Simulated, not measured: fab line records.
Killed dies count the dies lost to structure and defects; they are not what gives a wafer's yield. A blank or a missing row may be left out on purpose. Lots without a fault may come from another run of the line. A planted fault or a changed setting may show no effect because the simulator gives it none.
Code-filled problem report in 8D (eight disciplines) form | flow n5 finfet | the parts of the form that need people (team, actions taken, sign-off) are left out

== 1. THE PROBLEM ==
Wafers with no fault read 37 with a standard deviation of 11, whereas killed at front end at N5_PASSIVATION_PROBE_49 reads a mean of 118 on 1 wafer of 1 lot. That is +7.4 standard deviations from the usual mean.
Earliest sighting: wafer L701.6 on prober-02 at day 15 15:02. The record holds 3 wafers of 1 lot with a number at this step. Rule for "out" (also "out of limits"): further than 4 standard deviations from the usual mean. The rest of the wafers with a number are treated as sound.

== 2. WHAT IT IS AND WHAT IT IS NOT ==
question                    | is                                                                                                 | is not
which readings at this step | killed at front end, defect limited yield, killed dies, killed on rim, sort n pass, sort yield pct | killed_at_M0_to_M3, killed_at_M4_up, killed at contacts, killed at other, killed open, killed short, sort_bin_6_memory
which lots                  | L701                                                                                               | -
which wafers of those lots  | L701.6                                                                                             | L701.2, L701.5
read on which tools         | prober-02                                                                                          | -
when                        | from day 15 15:02                                                                                  | up to then (2 sound wafers)

== 3. SUSPECTS, AND WHAT RULES EACH OUT ==
Counting: any tool at a process step up to the reading remains a suspect provided it ran every lot that is out. Sound lots after the first of them don't rule it out here, since some wafers of a struck lot are sound.
- rie diel-05 at N5_HKMG_FIN_ETCH_32 (etches SOC in N2/H2, target depth 240 nm, time 300 s): kept. It ran the lot that is out, L701 (day 7 11:44).
- pvd sputter-02 at N5_MIM_TOP_DEGAS_04 (time 60 s): kept. It ran the lot that is out, L701 (day 15 04:01).
- pecvd-04 at N5_MIM_TOP_ETCH_PECVD_03 (deposits SiNx from SiH4/NH3/N2, target thk 20 nm, time 17.6 s): kept. It ran the lot that is out, L701 (day 15 04:53).
- prober-02 at N5_PASSIVATION_PROBE_49: kept. It ran the lot that is out, L701 (day 15 14:50). Its own defect limited yield, killed at front end, killed dies, killed on rim, sort n pass, sort yield pct readings are out on those wafers.
- Within rie diel-05 at N5_HKMG_FIN_ETCH_32: the wafers that are out ran in chamber 1; their sound lot-mates ran in chamber 0.
- At N5_MIM_TOP_ETCH_PECVD_03, inside pecvd-04: chamber 2 took the wafers that are out, while their sound lot-mates went through chambers 0, 1.
Left after counting: rie diel-05 at N5_HKMG_FIN_ETCH_32, pvd sputter-02 at N5_MIM_TOP_DEGAS_04, pecvd-04 at N5_MIM_TOP_ETCH_PECVD_03, prober-02 at N5_PASSIVATION_PROBE_49.

== 4. THE CAUSE (what the simulator had put in) ==
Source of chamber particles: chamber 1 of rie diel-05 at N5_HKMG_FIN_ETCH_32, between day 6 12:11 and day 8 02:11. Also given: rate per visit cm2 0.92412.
Counting leaves 4 suspects; this tool is one of them.

== 5. SEQUENCE OF EFFECTS, ordered by route ==
Each row: a reading whose mean over the struck wafers that have a number lies more than 3 standard deviations from the usual. Only readings whose record carries a usual standard deviation are examined. hours: median over the lots of the time between each lot's start at the first step of this table that gives one and its start at this step. sigmas: the change, counted in usual standard deviations.
hours | step                    | reading              | usual  | on struck wafers | change | sigmas
0     | N5_PASSIVATION_PROBE_49 | defect limited yield | 91.4 % | 84.3             | -7.1   | -4.7
0     | N5_PASSIVATION_PROBE_49 | killed at front end  | 37     | 118              | +81    | +7.4
0     | N5_PASSIVATION_PROBE_49 | killed dies          | 102    | 185              | +83    | +4.6
0     | N5_PASSIVATION_PROBE_49 | killed on rim        | 13     | 33               | +20    | +5.4
0     | N5_PASSIVATION_PROBE_49 | sort_bin_5_function  | 5.1 %  | 9.4              | +4.3   | +3.9
0     | N5_PASSIVATION_PROBE_49 | sort n pass          | 1078   | 995              | -83    | -4.6
0     | N5_PASSIVATION_PROBE_49 | sort yield pct       | 91.4 % | 84.3             | -7.1   | -4.7
Process steps it contains:
- N5_PASSIVATION_PROBE_49

== 6. HOW IT WOULD HAVE BEEN CAUGHT EARLIER ==
In this record no reading fell out of limits until day 15 15:02, 219 hours after the fault had begun at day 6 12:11.
An alarm limit of 4 standard deviations would not have fired on the tool readings at N5_HKMG_FIN_ETCH_32 for which the record gives a usual standard deviation, since none of them was out on any struck wafer.
Lots out: 1; all had begun N5_HKMG_FIN_ETCH_32 on rie diel-05 by day 15 15:02. None of them would have been spared by holding the tool at that moment.
